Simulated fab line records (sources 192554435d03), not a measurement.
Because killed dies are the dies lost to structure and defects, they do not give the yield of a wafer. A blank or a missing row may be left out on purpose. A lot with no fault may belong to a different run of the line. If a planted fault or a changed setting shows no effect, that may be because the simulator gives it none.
The tool behind it: which one? / flow n5-finfet / 27 wafers from 9 lots sampled at 5 of the route's 1938 steps

== WHAT THE GAUGES READ, wafer by wafer ==
N5_BEOL_M4_RC_MEAS_101. Usual: DIBL_N 36.3 mV/V, standard deviation 2; DIBL_P 36.3 mV/V, standard deviation 2.4; IOFF_N 0.16 nA/um, standard deviation 0.034; IOFF_P 0.21 nA/um, standard deviation 0.035; ION_N 672 uA/um, standard deviation 12; ION_P 459 uA/um, standard deviation 6.5; SS_N 71.6 mV/dec, standard deviation 0.67; SS_P 73.3 mV/dec, standard deviation 0.71; VT_N 250 mV, standard deviation 3.5; VT_P -251 mV, standard deviation 3.
lot=L788; measured=day 8 16:58; on=prober-02; DIBL_N (mV/V)=35.0 33.2 33.3; DIBL_P (mV/V)=34.4 31.5 32.3; IOFF_N (nA/um)=0.14 0.10 0.11; IOFF_P (nA/um)=0.18 0.13 0.15; ION_N (uA/um)=666 647 650; ION_P (uA/um)=453 440 452; SS_N (mV/dec)=71.1 70.8 70.9; SS_P (mV/dec)=73.2 72.8 72.7; VT_N (mV)=249 256 256; VT_P (mV)=-254 -256 -253; flag=
lot=L791; measured=day 9 08:29; on=prober-01; DIBL_N (mV/V)=34.8 36.4 36.4; DIBL_P (mV/V)=35.7 37.8 36.9; IOFF_N (nA/um)=0.14 0.16 0.17; IOFF_P (nA/um)=0.19 0.22 0.21; ION_N (uA/um)=674 675 680; ION_P (uA/um)=460 467 458; SS_N (mV/dec)=71.6 71.6 70.6; SS_P (mV/dec)=72.7 73.9 73.1; VT_N (mV)=251 249 247; VT_P (mV)=-250 -249 -251; flag=
lot=L794; measured=day 11 02:29; on=prober-02; DIBL_N (mV/V)=36.2 40.1 39.7; DIBL_P (mV/V)=34.9 40.8 37.9; IOFF_N (nA/um)=0.14 0.23 0.20; IOFF_P (nA/um)=0.16 0.26 0.21; ION_N (uA/um)=668 681 677; ION_P (uA/um)=452 462 453; SS_N (mV/dec)=71.8 72.4 73.6; SS_P (mV/dec)=73.0 73.9 73.3; VT_N (mV)=253 245 252; VT_P (mV)=-257 -251 -252; flag=
lot=L800; measured=day 12 22:51; on=prober-01; DIBL_N (mV/V)=33.0 36.1 35.6; DIBL_P (mV/V)=33.7 36.9 36.2; IOFF_N (nA/um)=0.12 0.17 0.15; IOFF_P (nA/um)=0.18 0.23 0.22; ION_N (uA/um)=658 656 669; ION_P (uA/um)=457 454 455; SS_N (mV/dec)=71.0 71.5 71.2; SS_P (mV/dec)=72.3 73.2 73.1; VT_N (mV)=253 250 250; VT_P (mV)=-250 -248 -251; flag=
lot=L801; measured=day 13 14:58; on=prober-02; DIBL_N (mV/V)=36.1 36.9 36.7; DIBL_P (mV/V)=37.3 37.7 38.0; IOFF_N (nA/um)=0.15 0.16 0.16; IOFF_P (nA/um)=0.22 0.22 0.22; ION_N (uA/um)=661 669 684; ION_P (uA/um)=462 469 474; SS_N (mV/dec)=71.3 70.7 72.0; SS_P (mV/dec)=73.1 72.8 73.5; VT_N (mV)=249 249 249; VT_P (mV)=-248 -245 -248; flag=
lot=L804; measured=day 13 20:22; on=prober-02; DIBL_N (mV/V)=36.9 34.1 39.1; DIBL_P (mV/V)=37.5 33.3 39.4; IOFF_N (nA/um)=0.17 0.12 0.21; IOFF_P (nA/um)=0.21 0.14 0.23; ION_N (uA/um)=678 659 682; ION_P (uA/um)=459 448 458; SS_N (mV/dec)=71.0 70.7 72.3; SS_P (mV/dec)=73.6 72.5 73.4; VT_N (mV)=248 255 246; VT_P (mV)=-251 -256 -251; flag=
lot=L803; measured=day 14 07:01; on=prober-02; DIBL_N (mV/V)=37.0 34.8 38.7; DIBL_P (mV/V)=38.8 34.8 38.5; IOFF_N (nA/um)=0.20 0.15 0.24; IOFF_P (nA/um)=0.25 0.19 0.24; ION_N (uA/um)=682 666 676; ION_P (uA/um)=462 454 458; SS_N (mV/dec)=71.8 71.2 72.4; SS_P (mV/dec)=74.3 74.1 74.0; VT_N (mV)=247 249 244; VT_P (mV)=-248 -252 -249; flag=
lot=L807; measured=day 14 01:46; on=prober-02; DIBL_N (mV/V)=36.8 33.8 34.3; DIBL_P (mV/V)=36.2 32.4 33.0; IOFF_N (nA/um)=0.16 0.12 0.13; IOFF_P (nA/um)=0.20 0.15 0.16; ION_N (uA/um)=676 666 672; ION_P (uA/um)=458 460 459; SS_N (mV/dec)=71.6 70.9 70.7; SS_P (mV/dec)=74.0 72.0 72.4; VT_N (mV)=251 255 253; VT_P (mV)=-249 -256 -252; flag=
lot=L808; measured=day 14 14:23; on=prober-01; DIBL_N (mV/V)=36.8 37.2 36.1; DIBL_P (mV/V)=37.1 37.9 36.1; IOFF_N (nA/um)=0.19 0.20 0.18; IOFF_P (nA/um)=0.22 0.24 0.21; ION_N (uA/um)=680 679 684; ION_P (uA/um)=459 459 462; SS_N (mV/dec)=71.8 72.0 72.0; SS_P (mV/dec)=73.0 73.4 72.6; VT_N (mV)=248 246 245; VT_P (mV)=-249 -248 -251; flag=

== WHAT TOOL EACH LOT RAN ON (gives the tool, then ch and the chambers of the sampled wafers, and finally the start) ==
lot=L788; N5_BEOL_M2_ETCH_64=rie-diel-06 ch 1,2, day 7 05:23; N5_BEOL_M2_ETCH_77=rie-diel-06 ch 1,2, day 7 07:53; N5_BEOL_M2_STRIP_36=rie-diel-06 ch 0,2,3, day 7 16:01; N5_BEOL_M2_PRE_CLEAN_45=pvd-sputter-01, day 7 16:53
lot=L791; N5_BEOL_M2_ETCH_64=rie-diel-05 ch 1,2, day 8 00:22; N5_BEOL_M2_ETCH_77=rie-diel-06 ch 1,2,3, day 8 01:21; N5_BEOL_M2_STRIP_36=rie-diel-02 ch 1,2,3, day 8 02:46; N5_BEOL_M2_PRE_CLEAN_45=pvd-sputter-01, day 8 03:38
lot=L794; N5_BEOL_M2_ETCH_64=rie-diel-06 ch 0,3, day 8 18:03; N5_BEOL_M2_ETCH_77=rie-diel-05 ch 1,2,3, day 8 18:54; N5_BEOL_M2_STRIP_36=rie-diel-02 ch 1,2,3, day 8 22:42; N5_BEOL_M2_PRE_CLEAN_45=pvd-sputter-03, day 8 23:41
lot=L800; N5_BEOL_M2_ETCH_64=rie-diel-02 ch 1,2,3, day 10 08:21; N5_BEOL_M2_ETCH_77=rie-diel-06 ch 2,3, day 10 09:11; N5_BEOL_M2_STRIP_36=rie-diel-02 ch 0,3, day 11 04:04; N5_BEOL_M2_PRE_CLEAN_45=pvd-sputter-02, day 11 04:31
lot=L801; N5_BEOL_M2_ETCH_64=rie-diel-02 ch 0,1,3, day 10 23:13; N5_BEOL_M2_ETCH_77=rie-diel-06 ch 0,2, day 11 00:13; N5_BEOL_M2_STRIP_36=rie-diel-02 ch 1,2, day 11 17:05; N5_BEOL_M2_PRE_CLEAN_45=pvd-sputter-02, day 11 17:49
lot=L804; N5_BEOL_M2_ETCH_64=rie-diel-05 ch 0,3, day 11 07:20; N5_BEOL_M2_ETCH_77=rie-diel-06 ch 1,2,3, day 11 08:10; N5_BEOL_M2_STRIP_36=rie-diel-06 ch 1,2, day 12 02:59; N5_BEOL_M2_PRE_CLEAN_45=pvd-sputter-03, day 12 03:29
lot=L803; N5_BEOL_M2_ETCH_64=rie-diel-05 ch 0,1,3, day 11 14:54; N5_BEOL_M2_ETCH_77=rie-diel-05 ch 2,3, day 11 16:02; N5_BEOL_M2_STRIP_36=rie-diel-02 ch 0,3, day 12 14:37; N5_BEOL_M2_PRE_CLEAN_45=pvd-sputter-01, day 12 15:19
lot=L807; N5_BEOL_M2_ETCH_64=rie-diel-05 ch 2,3, day 11 18:39; N5_BEOL_M2_ETCH_77=rie-diel-06 ch 0,2,3, day 11 19:45; N5_BEOL_M2_STRIP_36=rie-diel-02 ch 2,3, day 12 11:17; N5_BEOL_M2_PRE_CLEAN_45=pvd-sputter-02, day 12 11:53
lot=L808; N5_BEOL_M2_ETCH_64=rie-diel-06 ch 1,2, day 12 02:38; N5_BEOL_M2_ETCH_77=rie-diel-06 ch 1,2,3, day 12 03:40; N5_BEOL_M2_STRIP_36=rie-diel-02 ch 1,3, day 13 07:05; N5_BEOL_M2_PRE_CLEAN_45=pvd-sputter-02, day 13 07:35
- N5_BEOL_M2_ETCH_64: etches SOC in N2/H2, target depth 75 nm, overetch 22.5 nm, time 121.9 s.
- N5_BEOL_M2_ETCH_77: etches underlayer in N2/H2, target depth 6.5 nm, time 5.2 s.
- N5_BEOL_M2_STRIP_36: strips in N2/H2.
- N5_BEOL_M2_PRE_CLEAN_45: time 30 s.

== WHAT THE TOOLS THEMSELVES READ (means of the sampled wafers that have a number; where no wafer has one, the mark that the record gives instead) ==
N5_BEOL_M2_ETCH_64. Usual: drypump-motor-current-A 5.8 A, standard deviation 0.57; oes-product-au 0.57 a.u., standard deviation 0.039; rf-vpp-V 523.1 V, standard deviation 2.4; showerhead-plenum-p-Torr 2.52 Torr, standard deviation 0.077; throttle-valve-pct 17.9 %, standard deviation 0.32.
lot=L788; tool=rie-diel-06; drypump-motor-current-A (A)=5.3; oes-product-au (a.u.)=0.55; rf-vpp-V (V)=522.7; showerhead-plenum-p-Torr (Torr)=2.49; throttle-valve-pct (%)=18.2; flag=
lot=L791; tool=rie-diel-05; drypump-motor-current-A (A)=6.5; oes-product-au (a.u.)=0.58; rf-vpp-V (V)=523.8; showerhead-plenum-p-Torr (Torr)=2.55; throttle-valve-pct (%)=17.7; flag=
lot=L794; tool=rie-diel-06; drypump-motor-current-A (A)=5.5; oes-product-au (a.u.)=0.54; rf-vpp-V (V)=521.2; showerhead-plenum-p-Torr (Torr)=2.41; throttle-valve-pct (%)=17.9; flag=
lot=L800; tool=rie-diel-02; drypump-motor-current-A (A)=6.2; oes-product-au (a.u.)=0.58; rf-vpp-V (V)=525.4; showerhead-plenum-p-Torr (Torr)=2.57; throttle-valve-pct (%)=17.7; flag=
lot=L801; tool=rie-diel-02; drypump-motor-current-A (A)=6.0; oes-product-au (a.u.)=0.57; rf-vpp-V (V)=524.7; showerhead-plenum-p-Torr (Torr)=2.56; throttle-valve-pct (%)=17.7; flag=
lot=L804; tool=rie-diel-05; drypump-motor-current-A (A)=5.8; oes-product-au (a.u.)=0.62; rf-vpp-V (V)=522.5; showerhead-plenum-p-Torr (Torr)=2.50; throttle-valve-pct (%)=17.7; flag=
lot=L803; tool=rie-diel-05; drypump-motor-current-A (A)=6.2; oes-product-au (a.u.)=0.60; rf-vpp-V (V)=523.1; showerhead-plenum-p-Torr (Torr)=2.52; throttle-valve-pct (%)=17.7; flag=
lot=L807; tool=rie-diel-05; drypump-motor-current-A (A)=5.7; oes-product-au (a.u.)=0.60; rf-vpp-V (V)=522.5; showerhead-plenum-p-Torr (Torr)=2.49; throttle-valve-pct (%)=17.9; flag=
lot=L808; tool=rie-diel-06; drypump-motor-current-A (A)=5.1; oes-product-au (a.u.)=0.51; rf-vpp-V (V)=524.1; showerhead-plenum-p-Torr (Torr)=2.54; throttle-valve-pct (%)=18.3; flag=

N5_BEOL_M2_ETCH_77. Usual: drypump-motor-current-A 5.6 A, standard deviation 0.56; etch-rf-on-time-s 5.30 s, standard deviation 0.15; oes-product-au 0.62 a.u., standard deviation 0.046; rf-vpp-V 522.8 V, standard deviation 2.6; showerhead-plenum-p-Torr 2.50 Torr, standard deviation 0.082; throttle-valve-pct 18.0 %, standard deviation 0.33.
lot=L788; tool=rie-diel-06; drypump-motor-current-A (A)=5.3; etch-rf-on-time-s (s)=5.35; oes-product-au (a.u.)=0.60; rf-vpp-V (V)=521.9; showerhead-plenum-p-Torr (Torr)=2.49; throttle-valve-pct (%)=18.3; flag=
lot=L791; tool=rie-diel-06; drypump-motor-current-A (A)=5.1; etch-rf-on-time-s (s)=5.36; oes-product-au (a.u.)=0.59; rf-vpp-V (V)=521.8; showerhead-plenum-p-Torr (Torr)=2.49; throttle-valve-pct (%)=18.0; flag=
lot=L794; tool=rie-diel-05; drypump-motor-current-A (A)=6.2; etch-rf-on-time-s (s)=5.31; oes-product-au (a.u.)=0.66; rf-vpp-V (V)=524.8; showerhead-plenum-p-Torr (Torr)=2.52; throttle-valve-pct (%)=17.8; flag=
lot=L800; tool=rie-diel-06; drypump-motor-current-A (A)=5.0; etch-rf-on-time-s (s)=5.37; oes-product-au (a.u.)=0.59; rf-vpp-V (V)=521.3; showerhead-plenum-p-Torr (Torr)=2.49; throttle-valve-pct (%)=17.8; flag=
lot=L801; tool=rie-diel-06; drypump-motor-current-A (A)=5.5; etch-rf-on-time-s (s)=5.34; oes-product-au (a.u.)=0.58; rf-vpp-V (V)=521.9; showerhead-plenum-p-Torr (Torr)=2.47; throttle-valve-pct (%)=18.2; flag=
lot=L804; tool=rie-diel-06; drypump-motor-current-A (A)=5.1; etch-rf-on-time-s (s)=5.44; oes-product-au (a.u.)=0.58; rf-vpp-V (V)=522.1; showerhead-plenum-p-Torr (Torr)=2.48; throttle-valve-pct (%)=18.0; flag=
lot=L803; tool=rie-diel-05; drypump-motor-current-A (A)=5.7; etch-rf-on-time-s (s)=5.26; oes-product-au (a.u.)=0.67; rf-vpp-V (V)=524.0; showerhead-plenum-p-Torr (Torr)=2.49; throttle-valve-pct (%)=18.0; flag=
lot=L807; tool=rie-diel-06; drypump-motor-current-A (A)=5.2; etch-rf-on-time-s (s)=5.40; oes-product-au (a.u.)=0.58; rf-vpp-V (V)=520.8; showerhead-plenum-p-Torr (Torr)=2.48; throttle-valve-pct (%)=18.0; flag=
lot=L808; tool=rie-diel-06; drypump-motor-current-A (A)=5.1; etch-rf-on-time-s (s)=5.31; oes-product-au (a.u.)=0.58; rf-vpp-V (V)=521.6; showerhead-plenum-p-Torr (Torr)=2.48; throttle-valve-pct (%)=18.1; flag=

N5_BEOL_M2_STRIP_36. Usual: chamber-pressure-mTorr 20.003 mTorr, standard deviation 0.03; drypump-motor-current-A 5.9 A, standard deviation 0.55; oes-product-au 0.74 a.u., standard deviation 0.052; rf-vpp-V 59.0 V, standard deviation 1.5; showerhead-plenum-p-Torr 2.53 Torr, standard deviation 0.078; throttle-valve-pct 23.6 %, standard deviation 0.41.
lot=L788; tool=rie-diel-06; chamber-pressure-mTorr (mTorr)=20.003; drypump-motor-current-A (A)=5.2; oes-product-au (a.u.)=0.70; rf-vpp-V (V)=59.7; showerhead-plenum-p-Torr (Torr)=2.49; throttle-valve-pct (%)=23.7; flag=
lot=L791; tool=rie-diel-02; chamber-pressure-mTorr (mTorr)=25.997; drypump-motor-current-A (A)=6.2; oes-product-au (a.u.)=0.77; rf-vpp-V (V)=60.1; showerhead-plenum-p-Torr (Torr)=2.58; throttle-valve-pct (%)=23.4; flag=OFF
lot=L794; tool=rie-diel-02; chamber-pressure-mTorr (mTorr)=26.020; drypump-motor-current-A (A)=6.2; oes-product-au (a.u.)=0.77; rf-vpp-V (V)=59.1; showerhead-plenum-p-Torr (Torr)=2.58; throttle-valve-pct (%)=23.4; flag=OFF
lot=L800; tool=rie-diel-02; chamber-pressure-mTorr (mTorr)=20.005; drypump-motor-current-A (A)=5.7; oes-product-au (a.u.)=0.72; rf-vpp-V (V)=59.6; showerhead-plenum-p-Torr (Torr)=2.50; throttle-valve-pct (%)=23.6; flag=
lot=L801; tool=rie-diel-02; chamber-pressure-mTorr (mTorr)=20.019; drypump-motor-current-A (A)=6.3; oes-product-au (a.u.)=0.77; rf-vpp-V (V)=59.2; showerhead-plenum-p-Torr (Torr)=2.58; throttle-valve-pct (%)=23.5; flag=
lot=L804; tool=rie-diel-06; chamber-pressure-mTorr (mTorr)=19.994; drypump-motor-current-A (A)=5.1; oes-product-au (a.u.)=0.67; rf-vpp-V (V)=58.6; showerhead-plenum-p-Torr (Torr)=2.54; throttle-valve-pct (%)=24.1; flag=
lot=L803; tool=rie-diel-02; chamber-pressure-mTorr (mTorr)=19.991; drypump-motor-current-A (A)=5.7; oes-product-au (a.u.)=0.73; rf-vpp-V (V)=58.3; showerhead-plenum-p-Torr (Torr)=2.50; throttle-valve-pct (%)=23.5; flag=
lot=L807; tool=rie-diel-02; chamber-pressure-mTorr (mTorr)=20.009; drypump-motor-current-A (A)=6.0; oes-product-au (a.u.)=0.73; rf-vpp-V (V)=58.3; showerhead-plenum-p-Torr (Torr)=2.53; throttle-valve-pct (%)=23.7; flag=
lot=L808; tool=rie-diel-02; chamber-pressure-mTorr (mTorr)=19.973; drypump-motor-current-A (A)=6.4; oes-product-au (a.u.)=0.75; rf-vpp-V (V)=58.2; showerhead-plenum-p-Torr (Torr)=2.59; throttle-valve-pct (%)=23.2; flag=

N5_BEOL_M2_PRE_CLEAN_45. Usual: 338 W for heater-power-w, sd 31.
lot=L788; tool=pvd-sputter-01; heater-power-w (W)=355; flag=
lot=L791; tool=pvd-sputter-01; heater-power-w (W)=327; flag=
lot=L794; tool=pvd-sputter-03; heater-power-w (W)=345; flag=
lot=L800; tool=pvd-sputter-02; heater-power-w (W)=343; flag=
lot=L801; tool=pvd-sputter-02; heater-power-w (W)=345; flag=
lot=L804; tool=pvd-sputter-03; heater-power-w (W)=344; flag=
lot=L803; tool=pvd-sputter-01; heater-power-w (W)=337; flag=
lot=L807; tool=pvd-sputter-02; heater-power-w (W)=335; flag=
lot=L808; tool=pvd-sputter-02; heater-power-w (W)=341; flag=

== THE ANSWER, worked out from the rows above alone ==
Rule: lot off if the mean of its wafers having a number is beyond 3 standard deviations from the usual mean. Also off: a lot with no number at a reading for which 4 or more lots have one. Where the step has rows for the other lots, those lots are counted as sound. Order of review: gauges by route order, followed by the tools' own readings, for which a lot's mean as printed above is used. The first step at which some lot is off is used, and at that step the reading that is off furthest; a lot without a number counts as furthest.
Off, at N5_BEOL_M2_STRIP_36 on chamber-pressure-mTorr: L791, L794.
If a tool, at that step or one of the process steps before it, ran each lot that is off and ran no sound lot following the first of them, it fits. Not one of the candidates tried fits.

== WHAT THE SIMULATOR PUT IN ==
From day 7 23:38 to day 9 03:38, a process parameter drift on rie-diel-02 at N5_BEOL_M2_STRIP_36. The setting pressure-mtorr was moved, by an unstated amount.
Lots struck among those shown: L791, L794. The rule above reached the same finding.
